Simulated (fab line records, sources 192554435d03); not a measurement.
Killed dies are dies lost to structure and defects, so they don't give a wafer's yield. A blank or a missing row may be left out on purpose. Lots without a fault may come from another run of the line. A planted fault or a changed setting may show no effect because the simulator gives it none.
Chamber matching | flow n5_finfet | N5_BEOL_M8_STRIP_67 on rie_diel-05: 4 sister chambers
The step strips in CF4. 22 wafers are shown with their chamber, then 11 later ones without.

WAFERS WITH THEIR CHAMBER
wafer  | chamber | drypump_motor_current_A (A) | throttle_valve_pct (%) | oes_product_au (a.u.)
L074.2 | 1       | 5.80                        | 13.09                  | 0.89
L074.3 | 3       | 5.84                        | 13.39                  | 0.95
L074.6 | 3       | 5.87                        | 13.38                  | 0.97
L079.2 | 3       | 5.90                        | 13.41                  | 0.92
L079.4 | 1       | 5.79                        | 13.13                  | 0.87
L079.6 | 3       | 5.89                        | 13.41                  | 0.93
L081.2 | 2       | 6.13                        | 13.67                  | 0.80
L081.3 | 1       | 5.79                        | 13.12                  | 0.87
L081.5 | 0       | 5.57                        | 13.39                  | 0.75
L084.1 | 2       | 6.15                        | 13.68                  | 0.80
L084.4 | 3       | 5.89                        | 13.42                  | 0.92
L084.6 | 2       | 6.12                        | 13.68                  | 0.80
L087.1 | 1       | 5.80                        | 13.20                  | 0.84
L087.2 | 0       | 5.54                        | 13.42                  | 0.74
L087.6 | 1       | 5.81                        | 13.18                  | 0.84
L091.3 | 2       | 6.14                        | 13.71                  | 0.79
L091.4 | 0       | 5.56                        | 13.43                  | 0.74
L091.6 | 1       | 5.81                        | 13.18                  | 0.83
L089.2 | 0       | 5.55                        | 13.44                  | 0.73
L089.4 | 2       | 6.13                        | 13.74                  | 0.78
L089.5 | 0       | 5.55                        | 13.45                  | 0.74
L092.4 | 1       | 5.79                        | 13.19                  | 0.82

SIGNATURES (means of the wafers above)
reading                 | chamber 0 | chamber 1 | chamber 2 | chamber 3 | scatter within a chamber
drypump_motor_current_A | 5.5540    | 5.7986    | 6.1340    | 5.8780    | 0.0145
throttle_valve_pct      | 13.4260   | 13.1557   | 13.6960   | 13.4020   | 0.0308
oes_product_au          | 0.7400    | 0.8514    | 0.7940    | 0.9380    | 0.0187
Rule: a wafer's distance from a chamber is the root of the sum, over the readings, of the square of ((its reading less the chamber's mean) divided by the reading's scatter). The wafer belongs to the nearest chamber; if the next one is less than 2 further off, it can't be placed. The scatter: the root of (the sum of the squares of (reading less its chamber's mean) over the shown wafers, divided by (wafers less chambers)).

WAFERS WITHOUT THEIR CHAMBER
wafer  | drypump_motor_current_A (A) | throttle_valve_pct (%) | oes_product_au (a.u.)
L092.5 | 5.79                        | 13.22                  | 0.83
L092.6 | 5.56                        | 13.45                  | 0.74
L090.2 | 5.59                        | 13.42                  | 0.73
L090.3 | 5.80                        | 13.19                  | 0.81
L090.4 | 5.95                        | 13.49                  | 0.86
L094.1 | 5.59                        | 13.48                  | 0.73
L094.2 | 5.94                        | 13.54                  | 0.85
L094.3 | 6.15                        | 13.77                  | 0.77
L096.3 | 5.59                        | 13.45                  | 0.73
L096.5 | 5.81                        | 13.23                  | 0.80
L096.6 | 5.57                        | 13.49                  | 0.73

WHICH CHAMBER EACH WENT THROUGH
wafer  | from the rows above | in truth
L092.5 | 1                   | 1
L092.6 | 0                   | 0
L090.2 | 0                   | 0
L090.3 | 1                   | 1
L090.4 | 3                   | 3
L094.1 | 0                   | 0
L094.2 | 3                   | 3
L094.3 | 2                   | 2
L096.3 | 0                   | 0
L096.5 | 1                   | 1
L096.6 | 0                   | 0
Placed correctly: 11 of 11. Can't be placed from these rows: 0. Placed wrongly: 0.
